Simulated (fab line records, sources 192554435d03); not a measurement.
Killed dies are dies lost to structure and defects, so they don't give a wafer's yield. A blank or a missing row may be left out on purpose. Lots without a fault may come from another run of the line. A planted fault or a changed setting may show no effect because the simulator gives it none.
Chamber matching | flow n5_finfet | N5_MOL_CONTACT_COAG_ETCH_89 on rie_diel-03: 4 sister chambers
The step etches underlayer in N2/H2, target depth 13 nm, time 10.4 s. 24 wafers are shown with their chamber, then 12 later ones without.

WAFERS WITH THEIR CHAMBER
wafer  | chamber | drypump_motor_current_A (A) | showerhead_plenum_p_Torr (Torr) | throttle_valve_pct (%)
L075.2 | 1       | 5.1                         | 2.59                            | 18.1
L075.5 | 3       | 5.4                         | 2.53                            | 18.3
L075.6 | 2       | 5.6                         | 2.60                            | 17.3
L076.1 | 0       | 6.4                         | 2.53                            | 17.8
L076.4 | 3       | 5.5                         | 2.53                            | 18.3
L076.6 | 2       | 5.6                         | 2.60                            | 17.3
L077.1 | 3       | 5.4                         | 2.53                            | 18.3
L077.4 | 2       | 5.6                         | 2.60                            | 17.3
L077.5 | 0       | 6.4                         | 2.53                            | 17.8
L079.1 | 2       | 5.7                         | 2.60                            | 17.3
L079.2 | 3       | 5.4                         | 2.53                            | 18.3
L079.3 | 0       | 6.4                         | 2.52                            | 17.8
L079.4 | 0       | 6.4                         | 2.52                            | 17.8
L079.5 | 2       | 5.7                         | 2.60                            | 17.3
L079.6 | 3       | 5.4                         | 2.53                            | 18.3
L081.2 | 3       | 5.4                         | 2.53                            | 18.3
L081.3 | 1       | 5.1                         | 2.59                            | 17.7
L081.6 | 0       | 6.4                         | 2.52                            | 17.8
L086.3 | 1       | 5.1                         | 2.59                            | 17.7
L086.4 | 2       | 5.6                         | 2.59                            | 17.3
L086.6 | 0       | 6.4                         | 2.52                            | 17.9
L090.1 | 3       | 5.4                         | 2.52                            | 18.3
L090.2 | 0       | 6.4                         | 2.51                            | 17.9
L090.3 | 2       | 5.6                         | 2.59                            | 17.3

SIGNATURES (means of the wafers above)
reading                  | chamber 0 | chamber 1 | chamber 2 | chamber 3 | scatter within a chamber
drypump_motor_current_A  | 6.400     | 5.100     | 5.629     | 5.414     | 0.0338
showerhead_plenum_p_Torr | 2.5214    | 2.5900    | 2.5971    | 2.5286    | 0.00507
throttle_valve_pct       | 17.829    | 17.833    | 17.300    | 18.300    | 0.0778
Rule: a wafer's distance from a chamber is the root of the sum, over the readings, of the square of ((its reading less the chamber's mean) divided by the reading's scatter). The wafer belongs to the nearest chamber; if the next one is less than 2 further off, it can't be placed. The scatter: the root of (the sum of the squares of (reading less its chamber's mean) over the shown wafers, divided by (wafers less chambers)).

WAFERS WITHOUT THEIR CHAMBER
wafer  | drypump_motor_current_A (A) | showerhead_plenum_p_Torr (Torr) | throttle_valve_pct (%)
L090.4 | 5.1                         | 2.58                            | 17.7
L090.5 | 5.4                         | 2.52                            | 18.3
L090.6 | 6.4                         | 2.51                            | 17.9
L091.1 | 5.1                         | 2.58                            | 17.7
L091.3 | 5.4                         | 2.52                            | 18.3
L091.6 | 5.7                         | 2.59                            | 17.3
L092.2 | 5.1                         | 2.58                            | 17.7
L092.4 | 6.4                         | 2.51                            | 17.9
L092.5 | 5.6                         | 2.59                            | 17.3
L093.2 | 6.4                         | 2.51                            | 17.9
L093.3 | 5.7                         | 2.59                            | 17.4
L093.5 | 5.7                         | 2.59                            | 17.3

WHICH CHAMBER EACH WENT THROUGH
wafer  | from the rows above | in truth
L090.4 | 1                   | 1
L090.5 | 3                   | 3
L090.6 | 0                   | 0
L091.1 | 1                   | 1
L091.3 | 3                   | 3
L091.6 | 2                   | 2
L092.2 | 1                   | 1
L092.4 | 0                   | 0
L092.5 | 2                   | 2
L093.2 | 0                   | 0
L093.3 | 2                   | 2
L093.5 | 2                   | 2
Placed correctly: 12 of 12. Can't be placed from these rows: 0. Placed wrongly: 0.
